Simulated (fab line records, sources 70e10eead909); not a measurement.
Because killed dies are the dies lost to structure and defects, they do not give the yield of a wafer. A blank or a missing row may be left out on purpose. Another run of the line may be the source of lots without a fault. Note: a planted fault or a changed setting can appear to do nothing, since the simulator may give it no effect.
fab line records	flow nand-harc
record: lots: 6	wafers: 18	last-day: 33
route steps=1302 shown P_GATE@119 END@1302
lots that met no fault: from a run of the same line without faults
start-h: the number of hours between the record's first day and the start of the first shown wafer of the lot	wait-h: how many hours have passed since the lot's step before this one	" as in the row above	L1.1+2: several wafers, shown together as one row	- no value, or no start given	* or withheld: withheld	< > ~ a bound
route shown NAME@n: NAME is a module with steps in the file, n the number in the route of the first one	usual: the fault-free wafers' mean and standard deviation	same: alike in all rows	chamber/n: place in a boat	sites: per-site readings	_std_site: the values' standard deviation	_edge_site: outer sites' mean less inner sites'	radius-mm: for every site, how far away it sits from the centre of the wafer	mask NAME#n: copy n	behind: the tool/chamber that last shaped the wafer	hold: why the lot was held/for how many hours/how that ended	device: names the non-switching transistor (n, p or np)	end of line: tests of these same wafers at the route's end	where a step has no rows: the recipe by itself	killed: at the first sort, the dies lost to defects and structure; wafer yield is something else	map: shows each die of a wafer: x if killed, . if not, _ if none is there
set.NAME: the run value of the setting; set.NAME@STEP: its run value at that earlier step	model.NAME: the simulator's own value behind a step, which no gauge read
certain route steps with their lots: each step a table, each wafer a row
services: the hour from which a tool's chamber was out of use, counted from the record's first day as start-h (under 0 if before that day), plus the number of hours and why
== steps ==
step: NHARC_P_GATE_EXPOSE_08
recipe: na: 0.6	dose-mj: 16.75	mask-id: P_HV
step: NHARC_P_GATE_PEB_09
recipe: peb-temp-c: 118	peb-time-s: 85
step: NHARC_P_GATE_DEVELOP_10
recipe: time-s: 70
step: NHARC_P_GATE_CD_MEAS_11
recipe: target-cd-nm: 1640	landing-energy-ev: 500
usual: cd-nm: 1640.2/1.5
lot.wafer	tool	chamber	start-h	wait-h	cd-nm
L864.3	cd-sem-01	0	77.48	-	1639.7
L864.5	"	0	"	"	1642.2
L864.6	"	0	"	"	1641.0
L870.2	cd-sem-03	0	145.65	-	1640.1
L870.4	"	0	"	"	1640.5
L870.6	"	0	"	"	1640.7
L874.1	cd-sem-02	0	184.32	-	1642.2
L874.4	"	0	"	"	1639.3
L874.6	"	0	"	"	1643.9
L876.1	cd-sem-02	0	202.43	-	1641.8
L876.2	"	0	"	"	1641.6
L876.4	"	0	"	"	1640.0
L880.2	cd-sem-02	0	242.90	-	1639.6
L880.4	"	0	"	"	1638.7
L880.6	"	0	"	"	1641.7
L886.3	cd-sem-01	0	300.76	-	1641.0
L886.4	"	0	"	"	1640.7
L886.5	"	0	"	"	1642.4
step: NHARC_P_GATE_HARDBAKE_12
recipe: temp-c: 125	time-s: 80
step: NHARC_P_GATE_DESCUM_13
recipe: time-s: 3	o2-flow-sccm: 200	ar-flow-sccm: 0	bias-power-w: 0	chemistry: O2
usual: drypump-motor-current-A: 6.0/0.53	oes-product-au: 0.999/0.009	rf-vpp-V: 57.9/0.97	showerhead-plenum-p-Torr: 1.95/0.082	throttle-valve-pct: 11.312/0.009
lot.wafer	tool	chamber	start-h	wait-h	drypump-motor-current-A	oes-product-au	rf-hours-counter-h	rf-vpp-V	showerhead-plenum-p-Torr	throttle-valve-pct
L864.3	rie-diel-08	0	77.68	-	5.9	1.008	2.3	57.7	2.02	11.321
L864.6	"	1	"	"	5.5	0.999	-	58.4	2.01	11.300
L864.5	"	2	"	"	6.8	0.999	-	58.5	2.06	11.312
L870.2	rie-diel-07	2	145.81	-	5.2	0.994	1.8	58.1	1.92	11.314
L870.4	"	1	"	"	6.3	1.007	1.4	57.5	2.06	11.319
L870.6	"	2	"	"	5.2	0.991	-	57.0	1.92	11.316
L874.4	rie-diel-07	0	184.51	-	6.0	0.992	4.2	55.8	1.85	11.324
L874.1	"	1	"	"	6.3	1.013	4.2	58.4	2.06	11.312
L874.6	"	2	"	"	5.2	1.005	-	60.0	1.91	11.323
L876.2	rie-diel-08	0	202.60	-	5.9	1.008	0.6	57.2	2.02	11.318
L876.4	"	1	"	"	5.6	1.003	1.0	57.6	2.01	11.318
L876.1	"	2	"	"	6.8	1.009	1.0	58.5	2.06	11.300
L880.4	rie-diel-07	1	243.05	-	6.3	0.995	6.7	59.4	2.06	11.309
L880.2	"	2	"	"	5.2	0.996	7.0	57.6	1.91	11.312
L880.6	"	2	"	"	5.2	1.005	-	57.7	1.91	11.319
L886.3	rie-diel-11	1	300.93	-	6.7	1.016	2.1	57.4	1.99	11.323
L886.4	"	2	"	"	6.5	1.011	1.9	57.8	1.99	11.316
L886.5	"	0	"	"	5.6	1.001	-	56.9	1.91	11.301
step: NHARC_P_GATE_ETCH_14
recipe: target-depth-a: 488	chemistry: dHF	material: SiO2
step: NHARC_P_GATE_STRIP_15
recipe: time-s: 780	temp-c: 130	chemistry: SPM
step: NHARC_P_GATE_PRECLEAN_71
recipe: time-s: *	temp-c: 50	bath-age-min: 0	chemistry: SC1
step: NHARC_P_GATE_SRD_72
step: NHARC_P_GATE_OXIDE_16
recipe: target-thk-a: 30	temp-c: 875	ox-time-s: 392	material: SiO2
step: NHARC_P_GATE_CVD_17
recipe: target-thk-a: 1500	temp-c: 620	time-s: 900	material: poly-Si
step: NHARC_P_GATE_HM_DEP_102
recipe: target-thk-a: 1200	temp-c: 400	material: aC
usual: susceptor-temp-C: 399.94/0.27	throttle-valve-pct: 35.000/0.0091
lot.wafer	tool	chamber	start-h	wait-h	susceptor-temp-C	throttle-valve-pct
L864.3	acl-dep-02	0	91.08	1.2	399.43	35.002
L864.5	"	0	"	"	399.64	34.997
L864.6	"	0	"	"	399.39	35.013
L870.2	acl-dep-02	0	159.26	1.1	400.04	34.987
L870.4	"	0	"	"	400.21	34.993
L870.6	"	0	"	"	400.18	35.009
L874.1	acl-dep-01	0	200.05	3.6	-	34.983
L874.4	"	0	"	"	-	35.002
L874.6	"	0	"	"	-	35.004
L874.1	acl-dep-01	0	203.88	3.7	-	35.016
L874.4	"	0	"	"	-	35.011
L874.6	"	0	"	"	-	35.000
L876.1	acl-dep-02	0	216.92	0.4	400.22	34.990
L876.2	"	0	"	"	400.07	34.999
L876.4	"	0	"	"	400.05	34.998
L876.1	acl-dep-02	0	218.12	1.1	399.95	35.000
L876.2	"	0	"	"	399.98	35.011
L876.4	"	0	"	"	400.00	35.006
L880.2	acl-dep-02	0	257.57	2.6	-	35.010
L880.4	"	0	"	"	-	35.008
L880.6	"	0	"	"	-	34.998
L886.3	acl-dep-03	0	319.19	5.2	399.96	34.988
L886.4	"	0	"	"	399.96	35.007
L886.5	"	0	"	"	400.03	35.000
step: NHARC_P_GATE_DEP_103
recipe: target-thk-a: 300	target-thk-nm: 30	temp-c: 400	flow-sccm: 200	rf-w: 350	material: SiON
usual: heater-power-w: 748/120	susceptor-temp-C: 400.01/0.2
lot.wafer	tool	chamber	start-h	wait-h	heater-power-w	susceptor-temp-C
L864.3	pecvd-03	2	91.56	0.4	922	399.84
L864.5	"	1	"	"	730	399.83
L864.6	"	0	"	"	834	400.12
L870.2	pecvd-03	2	159.82	0.5	868	400.09
L870.6	"	0	"	"	827	399.88
L870.4	"	1	"	"	688	400.17
L874.1	pecvd-02	1	204.57	0.6	970	399.95
L874.6	"	0	"	"	645	400.37
L874.4	"	2	"	"	618	399.86
L876.1	pecvd-03	1	218.82	0.6	716	399.85
L876.2	"	2	"	"	896	399.81
L876.4	"	0	"	"	702	399.93
L880.2	pecvd-03	2	258.18	0.5	786	399.88
L880.6	"	0	"	"	726	399.98
L880.4	"	2	"	"	782	399.77
L886.3	pecvd-02	0	319.64	0.3	742	399.94
L886.4	"	0	"	"	721	400.01
L886.5	"	2	"	"	622	399.82
step: NHARC_END_SORT_01
recipe: temp-c: 25
usual: killed-at-array: 55/20	killed-at-other: 1.1/1.2	killed-at-periphery: 3.8/2.8	killed-dies: 60/19	killed-open: 3.4/1.9	killed-short: 2.2/1.5
same: gross-dies: 677
lot.wafer	tool	chamber	start-h	wait-h	killed-at-array	killed-at-other	killed-at-periphery	killed-dies	killed-open	killed-short
L864.3	prober-01	0	548.78	3.1	50	1	6	57	4	3
L864.5	prober-01	0	550.39	3.7	50	2	4	56	6	5
L864.6	prober-01	0	551.19	4.0	35	1	1	37	1	1
L870.2	prober-01	0	641.93	2.8	65	2	6	73	2	3
L870.4	prober-01	0	643.56	3.4	52	2	5	59	1	2
L870.6	prober-01	0	645.18	4.1	64	3	4	71	3	7
L874.1	prober-02	0	682.96	2.5	40	0	7	47	2	2
L874.4	prober-02	0	685.39	3.4	47	0	2	49	2	1
L874.6	prober-02	0	687.01	4.1	41	1	3	45	2	2
L876.1	prober-01	0	692.23	2.5	25	0	8	33	5	0
L876.2	prober-01	0	693.02	2.8	24	0	4	28	3	3
L876.4	prober-01	0	694.61	3.4	36	0	6	42	3	5
L880.2	prober-01	0	706.05	2.8	65	4	2	71	5	2
L880.4	prober-01	0	707.64	3.4	58	0	3	61	3	1
L880.6	prober-01	0	709.23	4.0	46	1	4	51	4	2
L886.3	prober-02	0	782.85	3.1	19	2	3	24	7	1
L886.4	prober-02	0	783.65	3.4	15	2	4	21	3	1
L886.5	prober-02	0	784.45	3.7	27	2	0	29	4	3
killed by level:class
L864.3 A_CHANNEL_HOLE_D1:chamber-film-flake=32 A_STAIRCASE:chamber-film-flake=5 A_CHANNEL_HOLE_D2:chamber-film-flake=4 A_CONTACT:chamber-film-flake=4 P_ZERO_WELL:chamber-film-flake=2 P_GATE:geometric-particle:open=1 P_CONTACT:geometric-particle:open=1 P_M0:geometric-particle:open=1
L864.5 A_CHANNEL_HOLE_D1:chamber-film-flake=29 A_CHANNEL_HOLE_D2:chamber-film-flake=8 P_ZERO_WELL:chamber-film-flake=3 A_WL_FILL:geometric-particle:short=2 A_CHANNEL_HOLE_D1:geometric-particle:short=1 A_DECK1_JOINT:geometric-particle:open=1 A_ONON_D2:geometric-particle:short=1 A_CHANNEL_FILL_D2:geometric-particle:open=1
L864.6 A_CHANNEL_HOLE_D1:chamber-film-flake=27 A_WL_FILL:chamber-film-flake=2 A_WL_FILL:geometric-particle:short=1 A_WL_FILL:geometric-particle:open=1 P_ZERO_WELL:chamber-film-flake=1 A_CHANNEL_HOLE_D2:chamber-film-flake=1 A_CHANNEL_FILL_D2:chamber-film-flake=1 A_STAIRCASE:chamber-film-flake=1
L870.2 A_CHANNEL_HOLE_D1:chamber-film-flake=40 A_CHANNEL_HOLE_D2:chamber-film-flake=12 P_ZERO_WELL:chamber-film-flake=2 P_CONTACT:chamber-film-flake=2 A_DECK1_JOINT:chamber-film-flake=2 A_WL_FILL:chamber-film-flake=2 THIN_TSV:chamber-film-flake=2 P_M2:geometric-particle:short=1
L870.4 A_CHANNEL_HOLE_D1:chamber-film-flake=28 A_CHANNEL_HOLE_D2:chamber-film-flake=11 A_STAIRCASE:chamber-film-flake=3 P_ZERO_WELL:chamber-film-flake=2 P_CONTACT:chamber-film-flake=2 A_CHANNEL_FILL_D2:chamber-film-flake=2 A_CONTACT:chamber-film-flake=2 THIN_TSV:chamber-film-flake=2
L870.6 A_CHANNEL_HOLE_D1:chamber-film-flake=31 A_CHANNEL_HOLE_D2:chamber-film-flake=15 A_DECK1_JOINT:chamber-film-flake=3 A_WL_FILL:geometric-particle:short=2 A_CONTACT:chamber-film-flake=2 THIN_TSV:chamber-film-flake=2 P_CONTACT:geometric-particle:short=1 P_M0:geometric-particle:open=1
L874.1 A_CHANNEL_HOLE_D2:chamber-film-flake=12 A_CHANNEL_HOLE_D1:chamber-film-flake=6 A_STAIRCASE:chamber-film-flake=5 P_STI:chamber-film-flake=4 A_WL_FILL:chamber-film-flake=4 A_CONTACT:chamber-film-flake=4 P_GATE:chamber-film-flake=3 A_BONDPAD:chamber-film-flake=3
L874.4 A_CHANNEL_HOLE_D2:chamber-film-flake=25 A_SLIT:chamber-film-flake=4 A_CONTACT:chamber-film-flake=4 A_BONDPAD:chamber-film-flake=3 A_BLC:geometric-particle:open=2 P_GATE:chamber-film-flake=2 A_DECK1_JOINT:chamber-film-flake=2 A_STAIRCASE:chamber-film-flake=2
L874.6 A_CHANNEL_HOLE_D2:chamber-film-flake=13 A_STAIRCASE:chamber-film-flake=5 A_CONTACT:chamber-film-flake=5 A_CHANNEL_HOLE_D1:chamber-film-flake=4 A_SLIT:chamber-film-flake=4 P_GATE:chamber-film-flake=3 A_BONDPAD:chamber-film-flake=3 A_SOURCE_PLATE:geometric-particle:open=1
L876.1 A_CHANNEL_HOLE_D1:chamber-film-flake=8 A_STAIRCASE:chamber-film-flake=7 P_CONTACT:geometric-particle:open=4 A_CONTACT:chamber-film-flake=4 P_M0:chamber-film-flake=3 A_DECK1_JOINT:chamber-film-flake=2 A_SLIT:chamber-film-flake=2 A_STAIRCASE:geometric-particle:open=1
L876.2 A_CHANNEL_HOLE_D1:chamber-film-flake=8 A_CONTACT:chamber-film-flake=4 A_SLIT:chamber-film-flake=3 A_STAIRCASE:chamber-film-flake=2 P_GATE:geometric-particle:short=1 P_M1:geometric-particle:open=1 A_ONON_D1:geometric-particle:short=1 A_CHANNEL_HOLE_D1:geometric-particle:open=1
L876.4 A_CONTACT:chamber-film-flake=10 A_STAIRCASE:chamber-film-flake=7 A_CHANNEL_HOLE_D1:chamber-film-flake=6 P_M0:chamber-film-flake=3 A_SLIT:chamber-film-flake=3 A_DECK1_JOINT:geometric-particle:short=2 P_GATE:geometric-particle:open=1 A_CHANNEL_FILL_D1:geometric-particle:short=1
L880.2 A_SLIT:chamber-film-flake=27 A_CHANNEL_HOLE_D1:chamber-film-flake=11 A_CHANNEL_HOLE_D2:chamber-film-flake=11 A_CONTACT:chamber-film-flake=11 THIN_TSV:chamber-film-flake=3 P_M0:geometric-particle:open=2 A_BLC:geometric-particle:open=2 A_M0:geometric-particle:short=1
L880.4 A_SLIT:chamber-film-flake=26 A_CHANNEL_HOLE_D2:chamber-film-flake=11 A_CHANNEL_HOLE_D1:chamber-film-flake=9 A_STAIRCASE:chamber-film-flake=3 A_CONTACT:chamber-film-flake=3 A_CHANNEL_FILL_D2:chamber-film-flake=2 P_M0:geometric-particle:open=1 A_CHANNEL_HOLE_D1:geometric-particle:short=1
L880.6 A_SLIT:chamber-film-flake=20 A_CHANNEL_HOLE_D2:chamber-film-flake=14 A_CHANNEL_HOLE_D1:chamber-film-flake=7 P_ZERO_WELL:chamber-film-flake=2 P_M0:geometric-particle:open=1 P_M1:geometric-particle:short=1 A_ONON_D1:geometric-particle:open=1 A_WL_FILL:geometric-particle:short=1
L886.3 A_SLIT:chamber-film-flake=6 A_CHANNEL_FILL_D1:chamber-film-flake=3 A_CHANNEL_FILL_D2:geometric-particle:open=2 P_CONTACT:geometric-particle:open=1 P_M0:geometric-particle:open=1 A_DECK1_JOINT:geometric-particle:open=1 A_CHANNEL_HOLE_D2:geometric-particle:open=1 A_WL_FILL:geometric-particle:short=1
L886.4 A_SLIT:chamber-film-flake=6 P_BONDPAD:chamber-film-flake=3 A_STAIRCASE:chamber-film-flake=2 THIN_TSV:chamber-film-flake=2 A_ONON_D2:geometric-particle:short=1 A_CHANNEL_FILL_D2:geometric-particle:open=1 A_WL_FILL:geometric-particle:open=1 A_M0:geometric-particle:open=1
L886.5 A_STAIRCASE:chamber-film-flake=7 A_SLIT:chamber-film-flake=7 A_WL_FILL:geometric-particle:short=2 A_CHANNEL_FILL_D1:chamber-film-flake=2 A_WL_FILL:chamber-film-flake=2 THIN_TSV:chamber-film-flake=2 A_ONON_D1:geometric-particle:open=1 A_CHANNEL_FILL_D1:geometric-particle:open=1
== services ==
tool	chamber	start-h	hours	kind
acl-dep-02	-	60.62	13.0	pm
rie-diel-11	-	78.50	9.0	pm
rie-diel-07	-	102.12	1.8	repair
rie-diel-08	0	103.14	8.7	repair
pecvd-03	-	111.52	0.6	repair
rie-diel-07	3	114.87	3.7	repair
rie-diel-07	-	117.20	9.0	pm
acl-dep-03	-	118.43	13.0	pm
rie-diel-07	-	143.23	1.0	repair
rie-diel-08	-	173.72	1.2	repair
pecvd-03	-	185.00	13.0	pm
acl-dep-01	-	185.22	13.0	pm
rie-diel-08	-	190.81	9.0	pm
rie-diel-07	2	192.85	3.8	repair
acl-dep-01	-	208.56	0.9	repair
rie-diel-08	3	218.39	7.3	repair
pecvd-02	-	227.05	13.0	pm
rie-diel-11	0	242.89	5.3	repair
acl-dep-02	-	244.46	13.0	pm
rie-diel-11	-	255.50	9.0	pm
pecvd-03	-	279.55	16.2	repair
rie-diel-07	-	294.20	9.0	pm
acl-dep-03	-	302.27	13.0	pm
rie-diel-08	0	316.43	29.9	repair
== key ==
first-sign: step: NHARC_P_GATE_HM_DEP_102	reading: visit	direction: added
effect none on later readings
met-at NHARC_P_GATE_HM_DEP_102
struck-wafers L874.1,L874.4,L874.6,L876.1,L876.2,L876.4
tester-left-out L874,L876
fault: kind: repeated-step-whole	tool: acl-dep-01,acl-dep-02,acl-dep-03	chamber: -	onset-h: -	steps: NHARC_P_GATE_HM_DEP_102	times: 1	scope: struck-lots-only
tester-left-out: of these lots the tester's yield and bins aren't shown, on N5 and GAA mostly nor the transistor test; their killed dies are dies lost to structure and defects alone, not to doping, threshold or leakage, so they don't give the yield
